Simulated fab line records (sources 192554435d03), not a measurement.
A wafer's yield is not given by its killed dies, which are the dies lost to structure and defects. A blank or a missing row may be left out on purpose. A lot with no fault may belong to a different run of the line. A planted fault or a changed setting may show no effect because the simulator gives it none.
Comparing a struck lot with a sound one / flow n5 finfet / 16 steps out of a route of 1938
Sound: wafers L150.4, L150.5, L150.6. Wafers L141.1, L141.2, L141.5 were the ones struck. The cause is given at the end.
For every step that has rows: the tool of each side, followed by ch and its chambers, followed by its first start. Under that, the readings that differ: sound wafers / struck wafers / difference of the means / sigmas: that difference in standard deviations of wafers without a fault.
alike: readings with means less than 2 such deviations apart, plus words and numbers identical on both sides. not compared: withheld readings, readings lacking a value on some wafer, bounds such as >300 that could conceal the same value, and numbers that have no deviation in the record and whose values overlap.
A row with sigmas, a row that says differs or no value, or rows on one side alone: a step with any of these is where the two part. Non-overlapping numbers with no deviation appear without sigmas and do not part them. Lack of a reading on every wafer of one side parts them only where that side has two or more wafers.

first, 12 steps without rows for these wafers: N5_BEOL_M2_DESCUM_33 (chemistry O2, time 7 s); N5_BEOL_M2_ETCH_77 (etches underlayer in N2/H2, target depth 6.5 nm, time 5.2 s); N5_BEOL_M2_ETCH_69 (etches SiARC in CF4, target depth 15.6 nm, time 26 s); N5_BEOL_M2_ALD_98 (deposits SiO2, target thk 2.5 nm, pulse time 1 s, co reactant pulse time 1 s); N5_BEOL_M2_ETCHBACK_99 (etches SiO2 in CHF3, target depth 5 nm, time 10.4 s); N5_BEOL_M2_ETCH_70 (etches SOC in N2/H2, target depth 80 nm, overetch 24 nm, time 130 s); N5_BEOL_M2_STRIP_71 (strips in N2/H2); N5_BEOL_M2_STRIP_78 (strips in N2/H2); N5_BEOL_M2_VIA_ETCH_34 (etches the open film in C4F6/O2, target depth 69.4 nm, time 65.9 s); N5_BEOL_M2_STRIP_83 (strips in C4F6/O2); N5_BEOL_M2_STRIP_36 (strips in N2/H2); N5_BEOL_M2_TRENCH_ETCH_37 (etches SiOC in C4F6/O2, target depth 55.555 nm, time 29.2 s).
N5_BEOL_M2_ETCH_41: etches SiCN in CH3F/O2, target depth 29.9 nm, time 52.5 s.
  sound on rie diel-01 ch 0,1,2, day 11 21:47; struck on rie diel-02 ch 0,1,3, day 9 18:15
  no value came back on the struck wafers for any of 7 readings (CH3F_flow_sccm (sccm), O2_flow_sccm (sccm) and others); on the sound wafers CH3F_flow_sccm (sccm) reads 29.89 30.21 29.89
  not compared: rf hours counter h
then, 1 step without rows for these wafers: N5_BEOL_M2_STRIP_97 (strips in N2/H2, time 10 s).
N5_BEOL_M4_RC_MEAS_101:
  the record has rows for the sound wafers here (prober-02 ch 0, day 13 00:36) and none for the struck ones
-- a jump in the record: the struck wafers' starts before and after are 6 days apart (it breaks off in module BEOL_M4 and resumes in module PASSIVATION, where the first step shown is number 1936 of the route) --
N5_PASSIVATION_PROBE_49:
  sound on prober-01 at day 17 09:28; struck on prober-02 at day 15 20:30
reading=defect limited yield (%); sound=92.0 88.0 88.0; struck=0 0 0; difference=-89; sigmas=-60
reading=killed_at_M0_to_M3; sound=16 57 42; struck=1090 1109 1121; difference=+1068; sigmas=+97
reading=killed dies; sound=94 142 142; struck=1180 1180 1180; difference=+1054; sigmas=+62
reading=killed on rim; sound=17 22 15; struck=152 152 152; difference=+134; sigmas=+34
reading=sort_bin_5_function (%); sound=5.5 6.8 6.4; struck=95.7 97.0 97.2; difference=+90.4; sigmas=+92
reading=sort n pass; sound=1086 1038 1038; struck=0 0 0; difference=-1054; sigmas=-62
reading=sort yield pct (%); sound=92.0 88.0 88.0; struck=0 0 0; difference=-89; sigmas=-60
  alike: killed_at_M4_up, killed at contacts, killed at front end, killed at other, killed open, killed short, sort_bin_6_memory, sort_bin_8_speed

## WHERE THEY PART
Last at N5_PASSIVATION_PROBE_49 as far as this record goes, first at N5_BEOL_M2_ETCH_41.

WHY: whatever the simulator had introduced
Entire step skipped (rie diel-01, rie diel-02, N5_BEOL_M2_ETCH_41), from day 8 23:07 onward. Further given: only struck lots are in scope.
